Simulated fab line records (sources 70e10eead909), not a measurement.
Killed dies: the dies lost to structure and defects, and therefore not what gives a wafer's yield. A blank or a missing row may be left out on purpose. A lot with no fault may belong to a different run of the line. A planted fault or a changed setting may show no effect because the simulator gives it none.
Chamber matching || flow nand-harc || 4 sister chambers for NHARC_THIN_TSV_ETCHBACK_48 on rie-diel-01
The step etches the open film in C4F8/Ar, target depth 1028.5 nm, time 405.17 s. 4 wafers are shown with their chamber, then 7 later ones without.

== WAFERS WITH THEIR CHAMBER ==
{"wafer": "L913.3", "chamber": 1, "rf-vpp-V (V)": 549.4}
{"wafer": "L919.4", "chamber": 3, "rf-vpp-V (V)": 541.7}
{"wafer": "L922.1", "chamber": 0, "rf-vpp-V (V)": 547.7}
{"wafer": "L922.2", "chamber": 2, "rf-vpp-V (V)": 548.4}

== WAFERS WHOSE CHAMBER IS MISSING ==
{"wafer": "L922.3", "rf-vpp-V (V)": 547.0}
{"wafer": "L924.1", "rf-vpp-V (V)": 547.4}
{"wafer": "L924.2", "rf-vpp-V (V)": 542.5}
{"wafer": "L924.4", "rf-vpp-V (V)": 546.9}
{"wafer": "L925.2", "rf-vpp-V (V)": 548.0}
{"wafer": "L925.3", "rf-vpp-V (V)": 548.1}
{"wafer": "L925.5", "rf-vpp-V (V)": 545.8}

== THE CHAMBER EACH PASSED THROUGH ==
{"wafer": "L922.3", "from the rows above": "can't be placed: 0 or 2 or 1", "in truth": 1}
{"wafer": "L924.1", "from the rows above": "can't be placed: 0 or 2 or 1", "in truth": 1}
{"wafer": "L924.2", "from the rows above": 3, "in truth": 3}
{"wafer": "L924.4", "from the rows above": "can't be placed: 0 or 2 or 1", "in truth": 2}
{"wafer": "L925.2", "from the rows above": "can't be placed: 0 or 2 or 1", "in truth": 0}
{"wafer": "L925.3", "from the rows above": "can't be placed: 2 or 0 or 1", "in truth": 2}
{"wafer": "L925.5", "from the rows above": "can't be placed: 0 or 2 or 1", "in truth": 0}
Correctly placed: 1 of 7. Unplaceable from these rows: 6, with the true chamber sitting among the candidates in 6. Wrongly placed: 0.
How it was worked out, from the rows above alone: a wafer's distance from a chamber is the root of the sum, over the readings, of the square of ((its reading less the chamber's mean) divided by the reading's scatter). The wafer belongs to the nearest chamber; if the next one is less than 2 further off, it can't be placed. A chamber's mean is the mean of its shown wafers. The scatter: root of mean squared gap, hidden wafer to nearest shown wafer, with one shown wafer a chamber.
